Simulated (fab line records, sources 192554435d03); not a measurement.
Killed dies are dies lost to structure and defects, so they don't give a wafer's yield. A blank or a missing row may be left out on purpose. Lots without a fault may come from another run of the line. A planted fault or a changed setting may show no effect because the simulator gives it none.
fab line records | flow n5_finfet | part 1 of 2: steps 1 to 21 of 27
record lots=5 wafers=15 last_day=19
route steps=1938 shown BEOL_M0_SAQP@632
lots that met no fault: from a run of the same line without faults
start_h: hours from the record's first day to the start of the lot's first wafer shown | wait_h: hours since the lot's step before | " the same as in the row above | L1.1+2: a row that stands for several wafers | - no value, or no start given | * or withheld: withheld | < > ~ a bound
route shown NAME@n: a module of which the file shows steps, and the number in the route of the first | usual: mean/standard deviation of fault-free wafers | same: alike in all rows | chamber/n: place in a boat | sites: the reading at each site | _std_site: their standard deviation | _edge_site: outer sites' mean less inner sites' | radius_mm: how far each site lies from the wafer's centre | mask NAME#n: copy n | behind: the tool/chamber that last shaped the wafer | hold: why the lot was held/for how many hours/how that ended | device: the transistor (n, p or np) that didn't switch | end of line: the same wafers' tests at the end of the route | a step without rows: its recipe alone | killed: dies lost to structure and defects at the first sort, not the wafer's yield | map: a wafer's dies, x killed, . not, _ none there
set.NAME: the setting as run; set.NAME@STEP: as run at that earlier step | model.NAME: the simulator's own value behind a step, which no gauge read
lots at some steps of the route; a table a step, a row a wafer
services: from which hour (start_h, from the record's first day; less than 0 if before it) a tool's chamber was out of use, for how many hours, and why
## steps
# step N5_BEOL_M0_SAQP_PECVD_00
# recipe material=SiCN target_thk_a=80 temp_c=withheld precursor=3MS/NH3 pressure_torr=3 rf_w=202 time_s=14
# usual chamber_pressure_Torr=3.001/0.0069 showerhead_plenum_p_Torr=3.666/0.01 showerhead_vpp_V=866/36 throttle_valve_pct=8.9/0.61
# columns lot.wafer tool chamber start_h wait_h chamber_pressure_Torr showerhead_plenum_p_Torr showerhead_vpp_V since_wet_clean_h throttle_valve_pct
L082.2 pecvd-03 1 155.04 0.2 3.005 3.650 854 1765 8.8
L082.3 " 2 " " 3.005 3.668 858 286 8.1
L082.5 " 2 " " 2.992 3.671 861 - 8.0
L084.1 pecvd-04 0 166.28 0.2 2.995 3.661 927 870 9.3
L084.3 " 0 " " 2.999 3.665 925 - 9.5
L084.6 " 1 " " 2.994 3.669 841 - 8.7
L092.2 pecvd-03 0 212.56 0.2 2.999 3.671 850 1098 9.6
L092.4 " 1 " " 3.016 3.650 858 - 8.6
L092.5 " 0 " " 3.001 3.662 851 - 9.7
L094.1 pecvd-04 0 225.81 0.2 2.992 3.672 921 930 9.7
L094.4 " 0 " " 2.995 3.664 926 - 9.6
L094.5 " 2 " " 3.006 3.658 793 - 8.4
L095.4 pecvd-03 1 230.79 0.1 3.003 3.658 866 - 8.7
L095.5 " 0 " " 2.996 3.658 841 - 9.6
L095.6 " 2 " " 2.988 3.681 856 - 8.0
# step N5_BEOL_M0_SAQP_ILD_DEP_01
# recipe material=SiOC target_thk_a=454.19 temp_c=350 precursor=DEMS/O2 pressure_torr=5 rf_w=500 time_s=8.7
# usual chamber_pressure_Torr=5.001/0.011 heater_power_w=454/52 showerhead_plenum_p_Torr=5.695/0.013 showerhead_vpp_V=1364/58 throttle_valve_pct=11.7/0.78
# columns lot.wafer tool chamber start_h wait_h chamber_pressure_Torr heater_power_w showerhead_plenum_p_Torr showerhead_vpp_V since_wet_clean_h throttle_valve_pct
L082.2 pecvd-03 1 155.06 0.0 5.000 472 5.686 1364 1765 11.5
L082.3 " 2 " " 5.004 505 5.707 1373 286 10.4
L082.5 " 2 " " 4.994 496 5.708 1329 - 10.6
L084.1 pecvd-04 0 166.32 0.0 4.999 373 5.711 1467 870 12.5
L084.3 " 0 " " 5.007 381 5.674 1488 - 12.4
L084.6 " 1 " " 5.002 535 5.719 1288 - 11.6
L092.2 pecvd-03 0 212.58 0.0 5.008 463 5.691 1341 1098 12.8
L092.4 " 1 " " 5.012 507 5.683 1376 - 11.7
L092.5 " 0 " " 5.015 476 5.709 1326 - 12.6
L094.1 pecvd-04 0 225.84 0.0 4.994 344 5.703 1459 930 12.4
L094.4 " 0 " " 4.990 344 5.683 1469 - 12.2
L094.5 " 2 " " 5.010 461 5.691 1269 - 11.0
L095.4 pecvd-03 1 230.82 0.0 4.994 441 5.682 1378 - 11.9
L095.5 " 0 " " 4.989 453 5.709 1337 - 12.7
L095.6 " 2 " " 5.000 494 5.691 1378 - 10.6
# step N5_BEOL_M0_SAQP_HM_DEP_02
# recipe material=TiN target_thk_a=120 temp_c=25 chamber_pressure_pa=0.49996
# usual chamber_pressure_pa=0.4999/0.0011 throttle_valve_pct=29.7/0.9
# columns lot.wafer tool chamber start_h wait_h chamber_pressure_pa throttle_valve_pct
L082.2 pvd_sputter-02 - 156.03 1.0 0.4985 29.7
L082.3 " - " " 0.4991 28.5
L082.5 " - " " 0.5001 29.4
L084.1 pvd_sputter-01 - 168.09 1.8 0.4982 28.8
L084.3 " - " " 0.5004 30.0
L084.6 " - " " 0.5005 30.1
L092.2 pvd_sputter-03 - 213.46 0.9 0.5014 31.0
L092.4 " - " " 0.4993 30.1
L092.5 " - " " 0.4994 30.0
L094.1 pvd_sputter-03 - 226.48 0.6 0.4983 30.1
L094.4 " - " " 0.5012 29.2
L094.5 " - " " 0.5010 29.4
L095.4 pvd_sputter-03 - 231.52 0.7 0.4989 31.3
L095.5 " - " " 0.4990 29.0
L095.6 " - " " 0.4990 29.9
# step N5_BEOL_M0_SAQP_PECVD_03
# recipe material=SiCN target_thk_a=120 temp_c=withheld precursor=3MS/NH3 pressure_torr=3 rf_w=202 time_s=21.1
# usual chamber_pressure_Torr=3.000/0.0064 showerhead_plenum_p_Torr=3.662/0.012 showerhead_vpp_V=874/43 throttle_valve_pct=8.9/0.56
# columns lot.wafer tool chamber start_h wait_h chamber_pressure_Torr showerhead_plenum_p_Torr showerhead_vpp_V since_wet_clean_h throttle_valve_pct
L082.2 pecvd-04 0 156.15 0.1 3.009 3.667 931 860 9.0
L082.3 " 0 " " 2.998 3.659 951 - 9.3
L082.5 " 1 " " 2.990 3.678 828 - 8.6
L084.1 pecvd-01 2 168.21 0.1 3.008 3.654 971 2141 9.0
L084.3 " 0 " " 2.999 3.661 868 691 9.3
L084.6 " 1 " " 2.996 3.636 850 - 8.3
L092.2 pecvd-01 1 213.58 0.1 2.998 3.629 861 1461 8.5
L092.4 " 0 " " 3.005 3.664 865 - 9.3
L092.5 " 0 " " 3.005 3.677 863 - 9.3
L094.1 pecvd-01 0 226.60 0.1 3.014 3.661 847 749 9.5
L094.4 " 1 " " 2.994 3.640 861 - 8.6
L094.5 " 1 " " 2.994 3.643 870 - 8.4
L095.4 pecvd-01 0 231.65 0.1 3.003 3.660 883 - 9.4
L095.5 " 1 " " 2.990 3.640 867 - 8.6
L095.6 " 2 " " 3.001 3.649 988 - 8.5
# step N5_BEOL_M0_SAQP_PECVD_96
# recipe material=a-Si target_thk_a=450 temp_c=350 precursor=SiH4/He pressure_torr=3 rf_w=100 time_s=45.2
# usual chamber_pressure_Torr=3.001/0.007 heater_power_w=607/47 showerhead_plenum_p_Torr=5.65/0.047 showerhead_vpp_V=616/29 throttle_valve_pct=17.9/1.1
# columns lot.wafer tool chamber start_h wait_h chamber_pressure_Torr heater_power_w showerhead_plenum_p_Torr showerhead_vpp_V since_wet_clean_h throttle_valve_pct
L082.2 pecvd-04 0 156.20 0.0 3.003 505 5.67 667 860 18.8
L082.3 " 0 " " 2.995 527 5.67 654 - 18.8
L082.5 " 1 " " 2.994 658 5.71 574 - 17.4
L084.1 pecvd-01 2 168.24 0.0 3.001 582 5.62 681 2141 18.2
L084.3 " 0 " " 3.002 652 5.68 608 691 18.7
L084.6 " 1 " " 3.002 597 5.56 603 - 17.0
L092.2 pecvd-01 1 213.63 0.0 2.994 681 5.54 604 1461 17.1
L092.4 " 0 " " 2.999 665 5.66 612 - 19.0
L092.5 " 0 " " 3.003 651 5.68 614 - 18.8
L094.1 pecvd-01 0 226.64 0.0 3.008 600 5.66 600 749 19.1
L094.4 " 1 " " 3.006 634 5.56 601 - 17.0
L094.5 " 1 " " 3.004 648 5.55 602 - 17.0
L095.4 pecvd-01 0 231.69 0.0 3.014 622 5.68 616 - 19.0
L095.5 " 1 " " 3.008 637 5.55 603 - 17.0
L095.6 " 2 " " 2.997 567 5.58 687 - 17.5
# step N5_BEOL_M0_SAQP_PECVD_97
# recipe material=SiNx target_thk_a=230 temp_c=350 precursor=SiH4/NH3/N2 pressure_torr=1.5 rf_w=300 time_s=19.9
# usual chamber_pressure_Torr=1.500/0.0035 heater_power_w=525/49 showerhead_plenum_p_Torr=5.12/0.063 showerhead_vpp_V=1065/52 throttle_valve_pct=39.3/2.4
# columns lot.wafer tool chamber start_h wait_h chamber_pressure_Torr heater_power_w showerhead_plenum_p_Torr showerhead_vpp_V since_wet_clean_h throttle_valve_pct
L082.2 pecvd-04 0 156.27 0.0 1.505 424 5.14 1127 860 41.2
L082.3 " 0 " " 1.499 417 5.13 1131 - 41.3
L082.5 " 1 " " 1.500 561 5.19 1009 - 37.9
L084.1 pecvd-01 2 168.29 0.0 1.502 505 5.07 1187 2141 40.3
L084.3 " 0 " " 1.499 554 5.14 1038 691 41.1
L084.6 " 1 " " 1.501 524 4.97 1059 - 37.6
L092.2 pecvd-01 1 213.70 0.0 1.494 542 4.98 1066 1461 37.5
L092.4 " 0 " " 1.498 573 5.14 1039 - 41.3
L092.5 " 0 " " 1.496 571 5.15 1024 - 41.9
L094.1 pecvd-01 0 226.71 0.0 1.507 554 5.15 1035 749 41.8
L094.4 " 1 " " 1.497 545 4.98 1055 - 37.6
L094.5 " 1 " " 1.506 524 4.97 1032 - 37.8
L095.4 pecvd-01 0 231.73 0.0 1.497 572 5.15 1042 - 41.6
L095.5 " 1 " " 1.503 583 4.98 1058 - 37.5
L095.6 " 2 " " 1.497 512 5.05 1196 - 38.4
# step N5_BEOL_M0_SAQP_PECVD_04
# recipe material=a-Si target_thk_a=600 temp_c=350 precursor=SiH4/He pressure_torr=3 rf_w=100 time_s=60.2
# usual chamber_pressure_Torr=3.000/0.0068 heater_power_w=600/49 showerhead_plenum_p_Torr=5.65/0.046 showerhead_vpp_V=615/30 throttle_valve_pct=17.9/1.1
# columns lot.wafer tool chamber start_h wait_h chamber_pressure_Torr heater_power_w showerhead_plenum_p_Torr showerhead_vpp_V since_wet_clean_h throttle_valve_pct
L082.2 pecvd-04 0 156.33 0.0 2.990 552 5.68 656 860 18.6
L082.3 " 0 " " 2.982 558 5.65 660 - 18.6
L082.5 " 1 " " 3.005 633 5.69 580 - 17.4
L084.1 pecvd-01 2 168.33 0.0 2.998 555 5.62 680 2141 18.2
L084.3 " 0 " " 2.994 671 5.67 605 691 19.0
L084.6 " 1 " " 3.009 682 5.55 600 - 17.2
L092.2 pecvd-01 1 213.76 0.0 2.998 586 5.55 607 1461 17.4
L092.4 " 0 " " 3.011 676 5.67 602 - 19.0
L092.5 " 0 " " 2.996 567 5.66 611 - 18.9
L094.1 pecvd-01 0 226.77 0.0 2.996 645 5.66 610 749 19.0
L094.4 " 1 " " 3.008 675 5.54 615 - 17.4
L094.5 " 1 " " 3.003 666 5.58 603 - 17.3
L095.4 pecvd-01 0 231.78 0.0 2.989 672 5.67 602 - 19.2
L095.5 " 1 " " 2.994 658 5.55 597 - 17.2
L095.6 " 2 " " 2.998 524 5.59 680 - 17.5
# step N5_BEOL_M0_SAQP_THK_MEAS_05
# usual thk_nm=60.1/0.91
# columns lot.wafer tool chamber start_h wait_h thk_nm
L082.2 film_metro-01 - 156.45 0.1 59.6
L082.3 " - " " 59.2
L082.5 " - " " 60.0
L084.1 film_metro-01 - 168.42 0.1 59.1
L084.3 " - " " 59.8
L084.6 " - " " 59.3
L092.2 film_metro-02 - 213.89 0.1 59.1
L092.4 " - " " 59.8
L092.5 " - " " 59.7
L094.1 film_metro-01 - 226.90 0.1 59.6
L094.4 " - " " 59.7
L094.5 " - " " 60.2
L095.4 film_metro-02 - 231.85 0.0 59.9
L095.5 " - " " 59.4
L095.6 " - " " 59.8
# step N5_BEOL_M0_SAQP_HM_DEP_111
# recipe material=SiO2 target_thk_a=120 temp_c=400 precursor=SiH4/N2O pressure_torr=0.75 rf_w=275 time_s=7.2
# usual chamber_pressure_Torr=0.7499/0.0018 heater_power_w=745/59 showerhead_plenum_p_Torr=8.10/0.13 showerhead_vpp_V=1020/53
# columns lot.wafer tool chamber start_h wait_h chamber_pressure_Torr heater_power_w showerhead_plenum_p_Torr showerhead_vpp_V since_wet_clean_h
L082.2 pecvd-03 0 156.49 0.0 0.7544 713 8.14 996 1042
L082.3 " 2 " " 0.7496 780 8.22 1010 288
L082.5 " 1 " " 0.7496 757 8.03 1001 -
L084.1 pecvd-01 1 168.46 0.0 0.7487 821 7.81 988 1416
L084.3 " 0 " " 0.7516 808 8.16 1008 691
L084.6 " 0 " " 0.7521 834 8.16 1000 -
L092.2 pecvd-03 2 213.92 0.0 0.7530 801 8.23 1021 345
L092.4 " 1 " " 0.7509 745 8.01 999 -
L092.5 " 0 " " 0.7512 658 8.14 999 -
L094.1 pecvd-03 2 226.93 0.0 0.7489 804 8.23 990 358
L094.4 " 1 " " 0.7509 768 8.00 1012 -
L094.5 " 0 " " 0.7509 724 8.16 991 -
L095.4 pecvd-04 0 231.91 0.1 0.7504 697 8.16 1106 -
L095.5 " 1 " " 0.7486 768 8.23 956 -
L095.6 " 2 " " 0.7494 772 8.03 913 -
# step N5_BEOL_M0_SAQP_COAT_81
# recipe resist=SOC temp_c=250 time_s=60 spin_rpm=1500 resist_thk_nm=100
# usual heater_power_total_W=500.6/1.9
# columns lot.wafer tool chamber start_h wait_h heater_power_total_W
L082.2 litho_track-05 0 156.57 0.1 503.2
L082.3 " 0 " " 499.2
L082.5 " 0 " " 502.5
L084.1 litho_track-02 0 168.54 0.1 497.6
L084.3 " 0 " " 502.1
L084.6 " 0 " " 502.4
L092.2 litho_track-02 0 214.00 0.1 497.6
L092.4 " 0 " " 502.0
L092.5 " 0 " " 498.4
L094.1 litho_track-05 0 227.01 0.1 502.1
L094.4 " 0 " " 502.2
L094.5 " 0 " " 503.2
L095.4 litho_track-01 0 231.96 0.0 503.3
L095.5 " 0 " " 502.9
L095.6 " 0 " " 503.2
# step N5_BEOL_M0_SAQP_COAT_82
# recipe resist=SiARC temp_c=220 time_s=60 spin_rpm=1500 resist_thk_nm=30
# usual heater_power_total_W=427.5/2.2
# columns lot.wafer tool chamber start_h wait_h heater_power_total_W
L082.2 litho_track-05 0 - - 431.0
L082.3 " 0 " " 430.1
L082.5 " 0 " " 431.0
L084.1 litho_track-02 0 - - 425.0
L084.3 " 0 " " 425.4
L084.6 " 0 " " 429.9
L092.2 litho_track-02 0 - - 430.5
L092.4 " 0 " " 425.3
L092.5 " 0 " " 428.1
L094.1 litho_track-05 0 - - 424.5
L094.4 " 0 " " 429.5
L094.5 " 0 " " 430.9
L095.4 litho_track-01 0 - - 424.0
L095.5 " 0 " " 424.0
L095.6 " 0 " " 427.5
# step N5_BEOL_M0_SAQP_COAT_08
# recipe resist=CAR-ArF spin_rpm=1500 resist_thk_nm=90
# columns lot.wafer tool chamber start_h wait_h
L082.2+3+5 litho_track-05 0 - -
L084.1+3+6 litho_track-02 0 - -
L092.2+4+5 litho_track-02 0 - -
L094.1+4+5 litho_track-05 0 - -
L095.4+5+6 litho_track-01 0 - -
# step N5_BEOL_M0_SAQP_EBR_10
# recipe solvent=PGMEA ebr_width_mm=1.5
# columns lot.wafer tool chamber start_h wait_h
L082.2+3+5 litho_track-05 0 - -
L084.1+3+6 litho_track-02 0 - -
L092.2+4+5 litho_track-02 0 - -
L094.1+4+5 litho_track-05 0 - -
L095.4+5+6 litho_track-01 0 - -
# step N5_BEOL_M0_SAQP_SOFTBAKE_09
# recipe temp_c=110 time_s=60 resist=CAR-ArF
# usual heater_power_total_W=175.5/1.6
# columns lot.wafer tool chamber start_h wait_h heater_power_total_W
L082.2 litho_track-05 0 - - 176.3
L082.3 " 0 " " 174.7
L082.5 " 0 " " 173.1
L084.1 litho_track-02 0 - - 173.6
L084.3 " 0 " " 175.3
L084.6 " 0 " " 176.7
L092.2 litho_track-02 0 - - 174.0
L092.4 " 0 " " 176.9
L092.5 " 0 " " 177.3
L094.1 litho_track-05 0 - - 173.2
L094.4 " 0 " " 173.0
L094.5 " 0 " " 175.1
L095.4 litho_track-01 0 - - 173.2
L095.5 " 0 " " 177.3
L095.6 " 0 " " 174.9
# step N5_BEOL_M0_SAQP_EXPOSE_11
# recipe mask_id=M0_CORE na=1.35 source_shape=dipole sigma_inner=0.538 sigma_outer=0.738 polarization=te target_cd_nm=42 dose_mj=55
# columns lot.wafer tool chamber start_h wait_h mask
L082.2+3+5 arfi_scanner-01 0 156.69 - M0_CORE#0
L084.1+3+6 arfi_scanner-03 0 168.78 - M0_CORE#0
L092.2+4+5 arfi_scanner-01 0 214.25 - M0_CORE#0
L094.1+4+5 arfi_scanner-02 0 227.26 - M0_CORE#0
L095.4+5+6 arfi_scanner-01 0 232.22 - M0_CORE#0
# step N5_BEOL_M0_SAQP_PEB_12
# recipe peb_temp_c=withheld peb_time_s=60 resist=CAR-ArF
# columns lot.wafer tool chamber start_h wait_h
L082.2+3+5 litho_track-01 0 156.74 0.0
L084.1+3+6 litho_track-01 0 168.84 0.1
L092.2+4+5 litho_track-02 0 214.30 0.0
L094.1+4+5 litho_track-05 0 227.31 0.1
L095.4+5+6 litho_track-05 0 232.27 0.0
# step N5_BEOL_M0_SAQP_DEVELOP_13
# recipe develop_time_s=30 developer=TMAH resist=CAR-ArF dev_temp_c=23 rinse_liquid=diw dry=air_spin
# columns lot.wafer tool chamber start_h wait_h
L082.2+3+5 litho_track-01 0 - -
L084.1+3+6 litho_track-01 0 - -
L092.2+4+5 litho_track-02 0 - -
L094.1+4+5 litho_track-05 0 - -
L095.4+5+6 litho_track-05 0 - -
# step N5_BEOL_M0_SAQP_CD_MEAS_14
# recipe target_cd_nm=42.5 landing_energy_ev=500 detector=se_inlens
# usual cd_nm=42.6/0.34
# columns lot.wafer tool chamber start_h wait_h cd_nm
L082.2 cd_sem-01 0 156.81 - 42.9
L082.3 " 0 " " 43.0
L082.5 " 0 " " 43.1
L084.1 cd_sem-02 0 168.90 - 42.6
L084.3 " 0 " " 42.3
L084.6 " 0 " " 42.0
L092.2 cd_sem-01 0 214.37 - 42.2
L092.4 " 0 " " 42.9
L092.5 " 0 " " 42.6
L094.1 cd_sem-02 0 227.38 - 42.6
L094.4 " 0 " " 42.6
L094.5 " 0 " " 42.5
L095.4 cd_sem-01 0 232.34 - 43.5
L095.5 " 0 " " 42.8
L095.6 " 0 " " 43.3
# step N5_BEOL_M0_SAQP_OVL_MEAS_15
# recipe points_per_wafer=44
# usual M0_CORE_OVL=0.2/0.58
# columns lot.wafer tool chamber start_h wait_h M0_CORE_OVL[nm]
L082.2 overlay-02 0 156.84 0.0 0.9
L082.3 " 0 " " 1.0
L082.5 " 0 " " 0.7
L084.1 overlay-02 0 168.94 0.0 0.4
L084.3 " 0 " " 0.1
L084.6 " 0 " " 0.4
L092.2 overlay-01 0 214.40 0.0 -0.5
L092.4 " 0 " " -0.3
L092.5 " 0 " " 0.0
L094.1 overlay-01 0 227.41 0.0 1.2
L094.4 " 0 " " 0.0
L094.5 " 0 " " 0.6
L095.4 overlay-01 0 232.36 0.0 0.9
L095.5 " 0 " " 0.1
L095.6 " 0 " " 0.5
# step N5_BEOL_M0_SAQP_INSPECT_16
# recipe mode=adi inspect_instrument=brightfield
# usual raw_defect_count=522/120
# columns lot.wafer tool chamber start_h wait_h raw_defect_count
L082.2 defect_inspect-02 - 156.87 0.0 427
L082.3 " - " " 607
L082.5 " - " " 520
L084.1 defect_inspect-02 - 168.97 0.0 495
L084.3 " - " " 444
L084.6 " - " " 450
L092.2 defect_inspect-02 - 214.42 0.0 464
L092.4 " - " " 480
L092.5 " - " " 559
L094.1 defect_inspect-01 - 227.44 0.0 490
L094.4 " - " " 456
L094.5 " - " " 332
L095.4 defect_inspect-01 - 232.39 0.0 452
L095.5 " - " " 532
L095.6 " - " " 414
# step N5_BEOL_M0_SAQP_DESCUM_19
# recipe chemistry=O2 time_s=7.9 source_power_w=50 bias_power_w=20 pressure_mtorr=20 rf_frequency_hz=2.712e+07 temp_c=40 resist=CAR-ArF o2_flow_sccm=225
# usual drypump_motor_current_A=5.7/0.42 oes_product_au=0.78/0.077 rf_vpp_V=243.1/1.3 showerhead_plenum_p_Torr=2.09/0.07 temp_c=40.00/0.11 throttle_valve_pct=20.53/0.23
# columns lot.wafer tool chamber start_h wait_h drypump_motor_current_A oes_product_au rf_hours_counter_h rf_vpp_V showerhead_plenum_p_Torr temp_c throttle_valve_pct
L082.2 rie_diel-04 0 156.97 0.1 5.8 0.72 211 243.5 2.06 39.88 20.57
L082.3 " 2 " " 5.5 0.79 124 242.7 2.00 40.21 20.14
L082.5 " 3 " " 5.9 0.71 - 242.6 2.08 40.12 20.83
L084.1 rie_diel-05 1 169.00 0.0 5.8 0.88 46 245.3 2.23 39.99 20.72
L084.3 " 3 " " 5.0 0.87 37 243.1 2.03 40.15 20.16
L084.6 " 1 " " 5.8 0.89 - 245.9 2.23 39.83 20.71
L092.2 rie_diel-04 2 214.47 0.1 5.4 0.76 141 241.5 1.99 40.18 20.16
L092.4 " 1 " " 5.7 0.85 67 241.0 2.04 39.99 20.56
L092.5 " 3 " " 5.8 0.70 - 242.6 2.08 39.94 20.85
L094.1 rie_diel-05 3 227.47 0.0 5.0 0.85 54 243.0 2.02 39.99 20.20
L094.4 " 1 " " 5.9 0.87 64 246.3 2.23 39.99 20.73
L094.5 " 1 " " 5.9 0.87 - 245.4 2.23 39.95 20.74
L095.4 rie_diel-01 3 232.42 0.0 6.3 0.87 45 242.2 2.02 40.03 20.25
L095.5 " 1 " " 6.2 0.71 - 242.9 2.18 39.99 20.57
L095.6 " 2 " " 5.1 0.82 - 244.2 2.13 40.07 20.31
